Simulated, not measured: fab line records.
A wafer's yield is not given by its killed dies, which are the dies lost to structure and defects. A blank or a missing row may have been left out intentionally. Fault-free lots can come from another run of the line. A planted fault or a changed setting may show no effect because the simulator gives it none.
Matching of chambers / flow nandHarc / NHARC_A_CHANNEL_FILL_D1_ALD_16 on aldHk-02: 4 sister chambers
The step deposits SiO2, target thk 1.5 nm, pulse time 10 s, ald cycles 15. 4 wafers are shown with their chamber, then 7 later ones without.

== WAFERS PAIRED WITH THEIR CHAMBERS ==
wafer=L082.5; chamber=1; heaterPowerW (W)=551
wafer=L082.6; chamber=0; heaterPowerW (W)=493
wafer=L084.2; chamber=2; heaterPowerW (W)=426
wafer=L084.4; chamber=3; heaterPowerW (W)=452

== WAFERS WHOSE CHAMBER IS MISSING ==
wafer=L084.6; heaterPowerW (W)=448
wafer=L090.2; heaterPowerW (W)=446
wafer=L090.5; heaterPowerW (W)=454
wafer=L090.6; heaterPowerW (W)=429
wafer=L091.2; heaterPowerW (W)=527
wafer=L091.3; heaterPowerW (W)=442
wafer=L091.6; heaterPowerW (W)=464

== CHAMBER TAKEN BY EACH ==
wafer=L084.6; from the rows above=can't be placed: 3 or 2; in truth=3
wafer=L090.2; from the rows above=can't be placed: 3 or 2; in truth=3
wafer=L090.5; from the rows above=3; in truth=3
wafer=L090.6; from the rows above=can't be placed: 2 or 3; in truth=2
wafer=L091.2; from the rows above=can't be placed: 1 or 0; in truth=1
wafer=L091.3; from the rows above=can't be placed: 3 or 2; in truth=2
wafer=L091.6; from the rows above=can't be placed: 3 or 0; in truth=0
Correct placement for 1 of the 7. Cannot be placed on the basis of these rows: 6; the candidates contain the true chamber in 6. Wrongly placed: 0.
How it was worked out, from the rows above alone: a wafer's distance from a chamber is the root of the sum, over the readings, of the square of ((its reading less the chamber's mean) divided by the reading's scatter). The wafer belongs to the nearest chamber; if the next one is less than 2 further off, it can't be placed. A chamber's mean is the mean of its shown wafers. The scatter: root of mean squared gap, hidden wafer to nearest shown wafer, with one shown wafer a chamber.
